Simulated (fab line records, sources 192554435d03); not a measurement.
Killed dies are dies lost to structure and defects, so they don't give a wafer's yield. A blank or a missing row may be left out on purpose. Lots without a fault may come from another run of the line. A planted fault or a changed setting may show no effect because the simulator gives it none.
fab line records | flow n5_finfet
record lots=24 wafers=72 last_day=18
route steps=1938 shown BEOL_M2@880 BEOL_M3@955
lots that met no fault: from a run of the same line without faults
start_h: hours from the record's first day to the start of the lot's first wafer shown | wait_h: hours since the lot's step before | " the same as in the row above | L1.1+2: a row that stands for several wafers | - no value, or no start given | * or withheld: withheld | < > ~ a bound
route shown NAME@n: a module of which the file shows steps, and the number in the route of the first | usual: mean/standard deviation of fault-free wafers | same: alike in all rows | chamber/n: place in a boat | sites: the reading at each site | _std_site: their standard deviation | _edge_site: outer sites' mean less inner sites' | radius_mm: how far each site lies from the wafer's centre | mask NAME#n: copy n | behind: the tool/chamber that last shaped the wafer | hold: why the lot was held/for how many hours/how that ended | device: the transistor (n, p or np) that didn't switch | end of line: the same wafers' tests at the end of the route | a step without rows: its recipe alone | killed: dies lost to structure and defects at the first sort, not the wafer's yield | map: a wafer's dies, x killed, . not, _ none there
set.NAME: the setting as run; set.NAME@STEP: as run at that earlier step | model.NAME: the simulator's own value behind a step, which no gauge read
steps of the route over a sample of lots; a table a step, a row a wafer
services: from which hour (start_h, from the record's first day; less than 0 if before it) a tool's chamber was out of use, for how many hours, and why
## steps
# step N5_BEOL_M2_ETCH_77
# recipe chemistry=N2/H2 target=underlayer target_depth_a=65 mask_material=CAR-EUV time_s=5.2 ion_energy_ev=200 pressure_mtorr=30 source_w=840 bias_w=150 n2_flow_sccm=200 h2_flow_sccm=200 ends=cleared
# usual drypump_motor_current_A=5.8/0.32 etch_rf_on_time_s=5.19/0.1 h2_flow_sccm=200.0/0.64 n2_flow_sccm=200.0/0.61 oes_product_au=0.68/0.064 rf_vpp_V=523.6/2.7 showerhead_plenum_p_Torr=2.53/0.093 throttle_valve_pct=17.85/0.24
# columns lot.wafer tool chamber start_h wait_h drypump_motor_current_A etch_rf_on_time_s h2_flow_sccm n2_flow_sccm oes_product_au rf_hours_counter_h rf_vpp_V showerhead_plenum_p_Torr throttle_valve_pct
L074.1 rie_diel-01 3 147.86 0.0 5.7 5.07 199.4 198.9 0.67 109 521.4 2.46 18.01
L074.2 " 0 " " 6.1 5.19 199.8 199.5 0.70 86 521.0 2.46 17.54
L074.3 " 1 " " 6.0 5.15 199.0 200.5 0.59 218 522.4 2.52 17.87
L075.1 rie_diel-01 1 154.67 0.0 6.0 5.23 199.7 199.6 0.60 221 523.8 2.52 17.88
L075.5 " 3 " " 5.7 5.10 199.3 200.0 0.66 - 522.7 2.46 18.01
L075.6 " 2 " " 6.2 5.31 200.6 201.1 0.61 - 521.0 2.52 17.79
L077.1 rie_diel-04 0 158.52 0.0 5.5 5.10 200.3 199.9 0.74 64 523.6 2.47 17.50
L077.5 " 0 " " 5.5 5.07 200.5 200.6 0.74 - 523.7 2.47 17.48
L077.6 " 3 " " 5.7 5.21 199.7 200.3 0.74 - 527.5 2.69 17.78
L078.3 rie_diel-04 2 159.69 0.0 5.6 5.21 200.0 199.0 0.64 170 527.1 2.63 18.17
L078.4 " 3 " " 5.6 5.19 199.5 199.0 0.72 - 527.2 2.69 17.79
L078.6 " 2 " " 5.6 5.21 200.2 200.0 0.64 - 527.7 2.63 18.18
L076.1 rie_diel-01 1 161.52 0.0 6.0 5.27 199.8 199.9 0.58 224 522.1 2.52 17.89
L076.3 " 2 " " 6.2 5.31 200.9 199.3 0.61 199 522.4 2.52 17.83
L076.4 " 0 " " 6.1 5.22 199.4 199.5 0.70 91 520.2 2.46 17.62
L079.2 rie_diel-01 0 165.30 0.0 6.1 5.20 200.7 200.0 0.71 92 521.5 2.46 17.59
L079.3 " 1 " " 6.0 5.16 201.0 200.3 0.59 225 524.1 2.52 17.86
L079.4 " 3 " " 5.7 5.05 199.8 200.1 0.67 115 520.2 2.45 18.04
L080.1 rie_diel-03 3 166.27 0.0 6.0 5.14 200.1 200.4 0.66 162 521.2 2.44 18.18
L080.3 " 1 " " 6.4 5.12 200.9 200.2 0.82 3 523.3 2.50 17.43
L080.5 " 2 " " 5.5 5.17 200.9 201.3 0.66 - 525.7 2.66 18.12
L081.1 rie_diel-01 0 182.87 0.0 6.1 5.21 199.9 201.4 0.70 98 521.2 2.46 17.60
L081.4 " 1 " " 5.9 5.16 200.0 199.7 0.58 231 525.4 2.51 17.89
L081.6 " 3 " " 5.7 5.10 200.8 199.7 0.66 - 520.1 2.45 18.03
L083.2 rie_diel-01 3 190.50 0.0 5.7 5.04 200.3 199.4 0.67 123 520.4 2.45 18.02
L083.5 " 2 " " 6.2 5.36 200.0 200.8 0.60 - 522.1 2.52 17.82
L083.6 " 1 " " 5.9 5.21 200.0 199.5 0.57 - 524.1 2.51 17.91
L082.1 rie_diel-03 2 193.88 0.0 5.5 5.22 200.1 200.0 0.65 155 528.1 2.65 18.15
L082.4 " 3 " " 5.9 5.16 199.3 199.1 0.65 170 522.1 2.44 18.19
L082.5 " 3 " " 6.0 5.16 199.1 200.2 0.65 - 520.8 2.44 18.18
L084.1 rie_diel-04 2 198.22 0.0 5.6 5.31 199.9 199.1 0.63 186 525.5 2.63 18.22
L084.4 " 3 " " 5.7 5.31 200.2 200.5 0.69 47 528.8 2.69 17.81
L084.5 " 3 " " 5.7 5.31 199.2 200.2 0.71 - 528.5 2.69 17.82
L085.1 rie_diel-03 0 202.70 0.0 5.1 5.11 200.9 199.6 0.80 8 522.2 2.50 17.72
L085.4 " 2 " " 5.5 5.24 200.0 200.2 0.65 157 529.1 2.65 18.16
L085.6 " 0 " " 5.1 5.18 200.3 199.6 0.80 - 523.3 2.50 17.71
L086.1 rie_diel-04 0 208.64 0.0 5.5 5.13 198.9 200.0 0.72 84 523.4 2.46 17.52
L086.4 " 1 " " 6.2 5.23 199.4 200.7 0.73 47 528.6 2.70 17.89
L086.5 " 3 " " 5.6 5.27 199.7 201.1 0.70 - 528.8 2.68 17.84
L087.3 rie_diel-03 0 215.97 0.0 5.1 5.10 200.7 201.0 0.79 12 525.0 2.50 17.75
L087.4 " 0 " " 5.1 5.08 200.5 200.3 0.79 - 520.1 2.50 17.75
L087.6 " 1 " " 6.4 5.12 200.6 199.5 0.78 - 520.2 2.50 17.50
L089.1 rie_diel-04 2 232.20 0.0 5.6 5.32 199.5 199.8 0.62 198 524.5 2.62 18.24
L089.2 " 3 " " 5.6 5.26 199.9 200.4 0.69 59 526.3 2.68 17.84
L089.4 " 1 " " 6.2 5.29 198.7 200.5 0.72 54 527.5 2.70 17.92
L088.1 rie_diel-03 1 232.65 0.0 6.3 5.11 199.6 200.3 0.77 29 523.7 2.49 17.49
L088.2 " 2 " " 5.5 5.10 201.3 199.3 0.65 161 525.5 2.65 18.17
L088.6 " 1 " " 6.3 5.06 199.6 199.9 0.77 - 522.9 2.49 17.50
L090.1 rie_diel-04 3 237.43 0.0 5.6 5.24 200.5 201.5 0.69 61 528.1 2.68 17.86
L090.2 " 2 " " 5.6 5.26 200.7 199.2 0.61 200 524.8 2.62 18.24
L090.3 " 1 " " 6.2 5.16 199.3 200.8 0.72 56 526.7 2.70 17.90
L092.1 rie_diel-01 2 241.50 0.0 6.2 5.41 200.0 200.3 0.58 227 522.3 2.51 17.87
L092.2 " 3 " " 5.7 5.04 199.3 200.2 0.66 141 520.5 2.44 18.10
L092.3 " 0 " " 6.1 5.18 200.0 200.1 0.70 119 521.4 2.45 17.65
L091.1 rie_diel-01 3 250.58 0.0 5.8 5.13 199.4 199.7 0.64 147 520.5 2.44 18.10
L091.4 " 2 " " 6.2 5.43 200.7 199.2 0.58 - 523.9 2.51 17.87
L091.6 " 0 " " 6.0 5.27 199.7 199.4 0.68 - 520.9 2.44 17.63
L093.3 rie_diel-04 3 254.82 0.0 5.7 5.22 198.3 200.1 0.69 62 529.2 2.68 17.86
L093.4 " 1 " " 6.2 5.27 199.4 200.0 0.71 57 528.1 2.70 17.91
L093.6 " 1 " " 6.2 5.25 200.7 200.0 0.69 - 528.7 2.70 17.90
L094.1 rie_diel-04 1 256.54 0.0 6.2 5.30 199.6 199.3 0.69 58 528.9 2.70 17.91
L094.4 " 0 " " 5.5 5.13 199.5 200.7 0.71 96 522.8 2.46 17.55
L094.6 " 2 " " 5.6 5.29 198.8 200.3 0.61 - 525.5 2.62 18.21
L095.2 rie_diel-01 0 258.35 0.0 6.1 5.16 201.7 201.1 0.67 130 520.6 2.44 17.64
L095.3 " 3 " " 5.8 5.00 200.3 199.9 0.65 152 522.0 2.44 18.07
L095.6 " 3 " " 5.7 5.03 199.4 198.9 0.64 - 520.4 2.44 18.11
L096.1 rie_diel-04 3 262.96 0.0 5.6 5.25 200.0 199.7 0.69 65 527.7 2.68 17.86
L096.2 " 0 " " 5.5 5.10 199.6 200.4 0.69 98 522.4 2.46 17.54
L096.5 " 0 " " 5.5 5.11 199.9 200.0 0.70 - 521.1 2.46 17.54
L097.1 rie_diel-01 1 290.60 0.0 5.9 5.11 199.8 200.5 0.80 11 520.3 2.50 17.52
L097.4 " 0 " " 6.0 5.21 199.7 200.7 0.66 - 521.3 2.44 17.67
L097.6 " 1 " " 5.9 5.18 198.6 200.3 0.79 - 523.4 2.50 17.48
# step N5_BEOL_M3_STRIP_19
# recipe chemistry=O2 power_w=400 temp_c=40 pressure_mtorr=30 rf_frequency_hz=6e+07 bias_power_w=0 overash_fraction=0.2 o2_flow_sccm=225
# usual drypump_motor_current_A=5.7/0.34 oes_product_au=0.78/0.076 rf_vpp_V=3.6/0.47 showerhead_plenum_p_Torr=2.09/0.089 throttle_valve_pct=16.75/0.27
# columns lot.wafer tool chamber start_h wait_h drypump_motor_current_A oes_product_au rf_hours_counter_h rf_vpp_V showerhead_plenum_p_Torr throttle_valve_pct
L074.1 rie_diel-02 2 161.80 0.1 5.5 0.79 105 4.1 2.03 16.58
L074.2 " 0 " " 5.4 0.70 233 3.8 2.15 16.69
L074.3 " 3 " " 5.5 0.75 153 3.1 2.09 16.76
L075.1 rie_diel-02 2 165.02 0.1 5.5 0.79 105 4.3 2.03 16.57
L075.5 " 1 " " 6.3 0.80 - 3.5 2.21 16.99
L075.6 " 2 " " 5.5 0.79 - 3.3 2.03 16.55
L077.1 rie_diel-02 3 169.05 0.1 5.5 0.75 155 3.0 2.09 16.80
L077.5 " 2 " " 5.5 0.78 - 4.0 2.03 16.57
L077.6 " 3 " " 5.5 0.76 - 4.2 2.09 16.79
L076.1 rie_diel-02 2 170.24 0.2 5.5 0.78 107 3.5 2.03 16.58
L076.3 " 0 " " 5.4 0.70 235 4.4 2.15 16.71
L076.4 " 1 " " 6.4 0.79 97 2.9 2.21 17.01
L078.3 rie_diel-06 1 175.24 0.1 6.0 0.77 135 3.0 1.95 17.12
L078.4 " 2 " " 5.9 0.73 - 3.8 2.01 17.02
L078.6 " 0 " " 5.7 0.81 - 3.0 2.20 16.68
L079.2 rie_diel-02 2 176.36 0.1 5.5 0.79 109 3.9 2.03 16.57
L079.3 " 0 " " 5.4 0.70 237 4.1 2.15 16.71
L079.4 " 1 " " 6.3 0.79 99 3.5 2.21 17.00
L080.1 rie_diel-02 2 179.18 0.1 5.5 0.78 110 3.3 2.03 16.57
L080.3 " 3 " " 5.5 0.76 158 4.9 2.09 16.78
L080.5 " 3 " " 5.5 0.75 - 3.2 2.09 16.78
L081.1 rie_diel-05 2 193.37 0.1 6.0 0.71 207 3.9 2.16 16.54
L081.4 " 0 " " 6.1 0.74 165 4.1 2.09 16.64
L081.6 " 3 " " 5.6 0.92 - 3.3 2.05 16.42
L083.2 rie_diel-02 2 200.26 0.1 5.5 0.77 116 2.9 2.02 16.59
L083.5 " 1 " " 6.3 0.78 - 3.9 2.21 17.02
L083.6 " 2 " " 5.5 0.78 - 3.0 2.02 16.59
L082.1 rie_diel-06 0 207.95 0.2 5.7 0.80 113 3.2 2.19 16.70
L082.4 " 1 " " 6.0 0.75 144 3.2 1.94 17.13
L082.5 " 3 " " 5.3 0.97 - 4.2 2.23 16.21
L084.1 rie_diel-06 1 229.77 0.2 5.9 0.75 149 3.0 1.94 17.14
L084.4 " 3 " " 5.3 0.95 14 3.3 2.23 16.22
L084.5 " 2 " " 5.9 0.72 - 3.5 2.01 17.05
L085.1 rie_diel-05 0 231.79 0.1 6.2 0.71 178 3.8 2.08 16.66
L085.4 " 1 " " 5.2 0.87 38 3.7 2.04 16.57
L085.6 " 3 " " 5.6 0.90 - 3.6 2.05 16.43
L086.1 rie_diel-02 3 232.86 0.2 5.5 0.74 176 3.4 2.09 16.81
L086.4 " 1 " " 6.3 0.77 - 3.2 2.20 17.05
L086.5 " 3 " " 5.4 0.73 - 3.7 2.09 16.82
L087.3 rie_diel-06 3 240.56 0.1 5.3 0.95 18 3.5 2.23 16.24
L087.4 " 0 " " 5.7 0.81 122 3.4 2.19 16.72
L087.6 " 2 " " 5.9 0.71 - 3.3 2.01 17.07
L089.1 rie_diel-06 3 241.46 0.2 5.3 0.94 19 3.1 2.23 16.24
L089.2 " 1 " " 5.9 0.73 153 3.6 1.94 17.15
L089.4 " 2 " " 5.8 0.71 182 4.0 2.01 17.05
L088.1 rie_diel-06 1 244.29 0.1 5.9 0.74 154 3.8 1.94 17.16
L088.2 " 2 " " 5.9 0.71 184 4.1 2.00 17.06
L088.6 " 2 " " 5.9 0.71 - 4.7 2.00 17.08
L090.1 rie_diel-05 1 244.49 0.1 5.2 0.86 42 3.6 2.04 16.58
L090.2 " 2 " " 6.0 0.69 223 2.8 2.16 16.55
L090.3 " 0 " " 6.1 0.71 182 3.0 2.08 16.66
L092.1 rie_diel-02 2 258.26 0.1 5.5 0.76 137 3.4 2.02 16.62
L092.2 " 3 " " 5.4 0.73 186 3.9 2.08 16.84
L092.3 " 0 " " 5.4 0.97 2 4.2 2.14 16.29
L091.1 rie_diel-06 1 262.44 0.1 5.9 0.74 159 3.2 1.94 17.17
L091.4 " 2 " " 5.9 0.71 188 3.8 2.00 17.07
L091.6 " 3 " " 5.3 0.93 - 3.5 2.23 16.24
L093.3 rie_diel-02 3 266.38 0.1 5.5 0.72 189 3.0 2.08 16.83
L093.4 " 1 " " 6.3 0.77 125 3.7 2.20 17.06
L093.6 " 1 " " 6.3 0.77 - 3.8 2.20 17.06
L094.1 rie_diel-02 0 268.83 0.1 5.4 0.97 5 3.7 2.14 16.28
L094.4 " 2 " " 5.5 0.76 140 3.2 2.02 16.62
L094.6 " 3 " " 5.5 0.73 - 3.8 2.08 16.83
L095.2 rie_diel-05 1 275.79 0.1 5.2 0.84 51 4.1 2.04 16.60
L095.3 " 0 " " 6.2 0.70 190 3.7 2.08 16.68
L095.6 " 0 " " 6.2 0.71 - 3.8 2.08 16.68
L096.1 rie_diel-02 3 284.49 0.1 5.5 0.72 194 4.1 2.08 16.85
L096.2 " 0 " " 5.4 0.94 10 3.7 2.14 16.30
L096.5 " 2 " " 5.5 0.75 - 3.9 2.01 16.63
L097.1 rie_diel-06 1 305.06 0.1 5.9 0.72 172 4.3 1.93 17.20
L097.4 " 2 " " 5.9 0.69 201 3.6 2.00 17.10
L097.6 " 2 " " 5.9 0.70 - 3.2 2.00 17.08
# step N5_BEOL_M3_CD_MEAS_35
# recipe target_cd_nm=18 target_cd_y_nm=21 polarity=opening
# usual cd_nm=17.99/0.27
# columns lot.wafer tool chamber start_h wait_h cd_nm
L074.1 cd_sem-01 - 164.46 0.0 18.48
L074.2 " - " " 17.88
L074.3 " - " " 17.71
L075.1 cd_sem-03 - 177.36 0.0 18.11
L075.5 " - " " 17.74
L075.6 " - " " 17.97
L077.1 cd_sem-03 - 182.32 0.0 17.69
L077.5 " - " " 18.14
L077.6 " - " " 17.44
L076.1 cd_sem-01 - 183.27 0.0 18.00
L076.3 " - " " 17.68
L076.4 " - " " 17.87
L078.3 cd_sem-03 - 188.64 0.0 17.85
L078.4 " - " " 17.81
L078.6 " - " " 18.49
L079.2 cd_sem-03 - 188.72 0.0 18.05
L079.3 " - " " 18.14
L079.4 " - " " 18.28
L080.1 cd_sem-01 - 192.93 0.0 17.70
L080.3 " - " " 17.86
L080.5 " - " " 17.85
L081.1 cd_sem-01 - 201.77 0.0 18.00
L081.4 " - " " 17.85
L081.6 " - " " 17.34
L083.2 cd_sem-03 - 206.85 0.0 17.83
L083.5 " - " " 18.22
L083.6 " - " " 17.83
L082.1 cd_sem-02 - 220.97 0.0 18.03
L082.4 " - " " 18.10
L082.5 " - " " 17.56
L084.1 cd_sem-01 - 231.57 0.0 17.51
L084.4 " - " " 17.55
L084.5 " - " " 17.93
L085.1 cd_sem-03 - 235.92 0.0 18.31
L085.4 " - " " 17.91
L085.6 " - " " 18.00
L086.1 cd_sem-02 - 239.80 0.0 17.99
L086.4 " - " " 18.11
L086.5 " - " " 17.74
L087.3 cd_sem-03 - 246.71 0.0 17.94
L087.4 " - " " 18.30
L087.6 " - " " 18.31
L089.1 cd_sem-02 - 246.85 0.0 17.90
L089.2 " - " " 17.97
L089.4 " - " " 18.09
L088.1 cd_sem-02 - 250.21 0.0 18.08
L088.2 " - " " 18.00
L088.6 " - " " 18.06
L090.1 cd_sem-01 - 253.65 0.0 18.17
L090.2 " - " " 17.83
L090.3 " - " " 18.66
L092.1 cd_sem-02 - 260.11 0.0 17.42
L092.2 " - " " 18.21
L092.3 " - " " 17.90
L091.1 cd_sem-02 - 274.00 0.0 18.05
L091.4 " - " " 18.57
L091.6 " - " " 18.12
L094.1 cd_sem-02 - 279.25 0.0 18.35
L094.4 " - " " 18.16
L094.6 " - " " 18.35
L093.3 cd_sem-03 - 283.58 0.0 17.78
L093.4 " - " " 17.73
L093.6 " - " " 17.39
L095.2 cd_sem-01 - 287.01 0.0 18.19
L095.3 " - " " 18.07
L095.6 " - " " 18.29
L096.1 cd_sem-02 - 297.36 0.0 18.29
L096.2 " - " " 18.41
L096.5 " - " " 18.58
L097.1 cd_sem-03 - 307.04 0.0 17.94
L097.4 " - " " 17.76
L097.6 " - " " 17.88
# step N5_BEOL_M3_SPUTTER_48
# recipe material=Cu target_thk_a=45 temp_c=-20 chamber_pressure_pa=0.07 power_w=withheld time_s=8.29
# usual throttle_valve_pct=30.1/1
# columns lot.wafer tool chamber start_h wait_h throttle_valve_pct
L074.1 pvd_sputter-01 - 165.74 0.1 32.1
L074.2 " - " " 29.7
L074.3 " - " " 29.6
L075.1 pvd_sputter-03 - 178.56 0.1 28.4
L075.5 " - " " 30.1
L075.6 " - " " 31.3
L077.1 pvd_sputter-02 - 183.70 0.1 31.2
L077.5 " - " " 28.2
L077.6 " - " " 31.2
L076.1 pvd_sputter-02 - 185.54 0.1 31.2
L076.3 " - " " 30.7
L076.4 " - " " 28.4
L078.3 pvd_sputter-01 - 190.14 0.2 29.5
L078.4 " - " " 31.9
L078.6 " - " " 29.6
L079.2 pvd_sputter-01 - 191.98 1.7 29.5
L079.3 " - " " 29.4
L079.4 " - " " 29.7
L080.1 pvd_sputter-03 - 194.65 0.4 30.0
L080.3 " - " " 31.0
L080.5 " - " " 31.2
L081.1 pvd_sputter-03 - 206.37 3.1 28.4
L081.4 " - " " 29.9
L081.6 " - " " 29.9
L083.2 pvd_sputter-01 - 207.99 0.1 29.7
L083.5 " - " " 30.3
L083.6 " - " " 29.6
L082.1 pvd_sputter-03 - 221.82 0.1 28.2
L082.4 " - " " 31.4
L082.5 " - " " 28.3
L084.1 pvd_sputter-03 - 234.08 1.6 30.4
L084.4 " - " " 30.1
L084.5 " - " " 29.9
L085.1 pvd_sputter-01 - 236.86 0.1 30.3
L085.4 " - " " 29.8
L085.6 " - " " 32.0
L086.1 pvd_sputter-03 - 240.65 0.2 28.2
L086.4 " - " " 31.4
L086.5 " - " " 31.3
L087.3 pvd_sputter-01 - 247.83 0.1 31.5
L087.4 " - " " 29.6
L087.6 " - " " 29.5
L089.1 pvd_sputter-02 - 248.42 0.6 29.5
L089.2 " - " " 28.5
L089.4 " - " " 31.0
L088.1 pvd_sputter-01 - 251.30 0.1 29.4
L088.2 " - " " 29.9
L088.6 " - " " 32.1
L090.1 pvd_sputter-02 - 254.48 0.2 30.7
L090.2 " - " " 31.1
L090.3 " - " " 29.6
L092.1 pvd_sputter-03 - 262.12 0.1 31.4
L092.2 " - " " 30.1
L092.3 " - " " 30.4
L091.1 pvd_sputter-02 - 276.90 1.6 29.5
L091.4 " - " " 30.7
L091.6 " - " " 31.2
L094.1 pvd_sputter-03 - 281.59 1.4 31.4
L094.4 " - " " 30.0
L094.6 " - " " 28.4
L093.3 pvd_sputter-03 - 284.73 0.2 30.6
L093.4 " - " " 28.7
L093.6 " - " " 28.5
L095.2 pvd_sputter-03 - 287.94 0.3 28.3
L095.3 " - " " 31.2
L095.6 " - " " 28.3
L096.1 pvd_sputter-02 - 298.50 0.1 31.1
L096.2 " - " " 28.6
L096.5 " - " " 29.4
L097.1 pvd_sputter-02 - 308.60 0.1 31.2
L097.4 " - " " 29.8
L097.6 " - " " 30.5
# step N5_BEOL_M3_SPUTTER_86
# recipe material=Cu target_thk_a=45 temp_c=-20 chamber_pressure_pa=0.07 power_w=withheld time_s=8.29
# usual throttle_valve_pct=30.1/1
# columns lot.wafer tool chamber start_h wait_h throttle_valve_pct
L074.1 pvd_sputter-01 - 166.40 0.1 31.9
L074.2 " - " " 29.8
L074.3 " - " " 29.5
L075.1 pvd_sputter-03 - 179.22 0.1 28.4
L075.5 " - " " 30.0
L075.6 " - " " 31.3
L077.1 pvd_sputter-02 - 184.36 0.1 31.3
L077.5 " - " " 28.7
L077.6 " - " " 31.0
L076.1 pvd_sputter-02 - 186.20 0.1 31.3
L076.3 " - " " 30.7
L076.4 " - " " 28.4
L078.3 pvd_sputter-01 - 190.80 0.1 29.5
L078.4 " - " " 32.2
L078.6 " - " " 29.7
L079.2 pvd_sputter-01 - 192.64 0.1 29.8
L079.3 " - " " 29.7
L079.4 " - " " 29.4
L080.1 pvd_sputter-03 - 195.31 0.1 30.0
L080.3 " - " " 31.3
L080.5 " - " " 31.4
L081.1 pvd_sputter-03 - 207.03 0.1 28.4
L081.4 " - " " 30.2
L081.6 " - " " 30.1
L083.2 pvd_sputter-01 - 208.65 0.1 29.9
L083.5 " - " " 30.1
L083.6 " - " " 29.6
L082.1 pvd_sputter-03 - 222.48 0.1 28.5
L082.4 " - " " 31.5
L082.5 " - " " 28.2
L084.1 pvd_sputter-03 - 234.74 0.1 30.4
L084.4 " - " " 30.1
L084.5 " - " " 30.0
L085.1 pvd_sputter-01 - 237.52 0.1 30.0
L085.4 " - " " 29.6
L085.6 " - " " 31.8
L086.1 pvd_sputter-03 - 241.31 0.1 28.4
L086.4 " - " " 31.4
L086.5 " - " " 31.1
L087.3 pvd_sputter-01 - 248.49 0.1 32.0
L087.4 " - " " 29.8
L087.6 " - " " 29.4
L089.1 pvd_sputter-02 - 249.08 0.1 29.9
L089.2 " - " " 28.4
L089.4 " - " " 30.6
L088.1 pvd_sputter-01 - 251.96 0.1 29.8
L088.2 " - " " 30.1
L088.6 " - " " 31.9
L090.1 pvd_sputter-02 - 255.14 0.1 30.5
L090.2 " - " " 31.2
L090.3 " - " " 29.6
L092.1 pvd_sputter-03 - 262.78 0.1 31.4
L092.2 " - " " 30.1
L092.3 " - " " 30.5
L091.1 pvd_sputter-02 - 277.56 0.1 29.6
L091.4 " - " " 30.9
L091.6 " - " " 31.2
L094.1 pvd_sputter-03 - 282.25 0.1 31.6
L094.4 " - " " 30.0
L094.6 " - " " 28.4
L093.3 pvd_sputter-03 - 285.39 0.1 30.7
L093.4 " - " " 28.4
L093.6 " - " " 28.6
L095.2 pvd_sputter-03 - 288.60 0.1 28.3
L095.3 " - " " 30.9
L095.6 " - " " 28.5
L096.1 pvd_sputter-02 - 299.16 0.1 31.2
L096.2 " - " " 28.1
L096.5 " - " " 29.4
L097.1 pvd_sputter-02 - 309.26 0.1 31.2
L097.4 " - " " 29.6
L097.6 " - " " 30.5
# step N5_BEOL_M3_ANNEAL_89
# recipe temp_c=400 time_s=240 ambient=vacuum
# usual heater_power_w=820/92 susceptor_temp_C_max=400.9/0.34
# columns lot.wafer tool chamber start_h wait_h heater_power_w susceptor_temp_C_max
L074.1 pvd_sputter-01 - 166.70 0.0 728 401.5
L074.2 " - " " 921 400.8
L074.3 " - " " 924 400.9
L075.1 pvd_sputter-03 - 179.52 0.0 885 401.7
L075.5 " - " " 826 401.4
L075.6 " - " " 833 400.7
L077.1 pvd_sputter-02 - 184.66 0.0 903 401.0
L077.5 " - " " 783 400.7
L077.6 " - " " 896 401.4
L076.1 pvd_sputter-02 - 186.50 0.0 915 400.8
L076.3 " - " " 765 401.3
L076.4 " - " " 771 400.6
L078.3 pvd_sputter-01 - 191.10 0.0 946 400.5
L078.4 " - " " 728 401.8
L078.6 " - " " 952 400.6
L079.2 pvd_sputter-01 - 192.94 0.0 940 400.8
L079.3 " - " " 612 401.2
L079.4 " - " " 928 400.9
L080.1 pvd_sputter-03 - 195.61 0.0 803 400.8
L080.3 " - " " 808 400.4
L080.5 " - " " 829 400.9
L081.1 pvd_sputter-03 - 207.33 0.0 852 401.5
L081.4 " - " " 831 401.1
L081.6 " - " " 813 401.1
L083.2 pvd_sputter-01 - 208.95 0.0 914 400.9
L083.5 " - " " 606 401.0
L083.6 " - " " 930 400.3
L082.1 pvd_sputter-03 - 222.78 0.0 870 401.5
L082.4 " - " " 833 401.0
L082.5 " - " " 872 401.2
L084.1 pvd_sputter-03 - 235.04 0.0 895 400.5
L084.4 " - " " 816 401.5
L084.5 " - " " 839 400.8
L085.1 pvd_sputter-01 - 237.82 0.0 623 401.0
L085.4 " - " " 917 401.1
L085.6 " - " " 728 401.1
L086.1 pvd_sputter-03 - 241.61 0.0 856 401.2
L086.4 " - " " 823 400.5
L086.5 " - " " 825 400.8
L087.3 pvd_sputter-01 - 248.79 0.0 726 400.8
L087.4 " - " " 924 401.4
L087.6 " - " " 911 401.2
L089.1 pvd_sputter-02 - 249.38 0.0 740 400.4
L089.2 " - " " 778 401.2
L089.4 " - " " 772 401.0
L088.1 pvd_sputter-01 - 252.26 0.0 936 400.7
L088.2 " - " " 613 401.3
L088.6 " - " " 716 401.4
L090.1 pvd_sputter-02 - 255.44 0.0 767 401.2
L090.2 " - " " 907 401.0
L090.3 " - " " 708 401.2
L092.1 pvd_sputter-03 - 263.08 0.0 827 400.7
L092.2 " - " " 821 400.8
L092.3 " - " " 884 401.0
L091.1 pvd_sputter-02 - 277.86 0.0 709 400.7
L091.4 " - " " 915 400.8
L091.6 " - " " 928 400.9
L094.1 pvd_sputter-03 - 282.55 0.0 821 401.2
L094.4 " - " " 819 400.7
L094.6 " - " " 861 401.0
L093.3 pvd_sputter-03 - 285.69 0.0 910 400.8
L093.4 " - " " 874 401.3
L093.6 " - " " 895 401.2
L095.2 pvd_sputter-03 - 288.90 0.0 874 401.5
L095.3 " - " " 839 400.8
L095.6 " - " " 859 401.4
L096.1 pvd_sputter-02 - 299.46 0.0 894 400.6
L096.2 " - " " 785 401.2
L096.5 " - " " 733 400.3
L097.1 pvd_sputter-02 - 309.56 0.0 924 400.9
L097.4 " - " " 719 400.5
L097.6 " - " " 770 401.1
## services
# columns tool chamber start_h hours kind
pvd_sputter-02 - 137.70 5.1 repair
rie_diel-06 0 151.75 8.8 repair
rie_diel-04 1 154.12 31.9 repair
rie_diel-06 3 160.69 - clean
rie_diel-06 1 185.66 1.9 repair
rie_diel-02 2 186.31 1.2 repair
rie_diel-01 1 203.47 7.2 repair
rie_diel-04 1 209.09 6.8 repair
rie_diel-02 - 211.42 0.1 repair
rie_diel-03 2 212.85 15.3 repair
rie_diel-02 0 219.73 - clean
rie_diel-02 0 219.73 - consumable_replace:focus_ring
rie_diel-02 1 234.79 10.1 repair
rie_diel-04 - 240.08 14.6 pm
rie_diel-01 1 244.09 - clean
rie_diel-01 1 244.09 - consumable_replace:focus_ring
rie_diel-01 1 244.09 13.9 scheduled_down
rie_diel-01 1 244.09 13.9 vent_cycle
pvd_sputter-03 - 271.86 1.3 repair
rie_diel-01 2 290.57 - clean
rie_diel-01 2 290.57 - consumable_replace:focus_ring
rie_diel-01 2 290.57 21.6 scheduled_down
rie_diel-01 2 290.57 21.6 vent_cycle
rie_diel-05 0 290.58 14.1 repair
## key
fault none
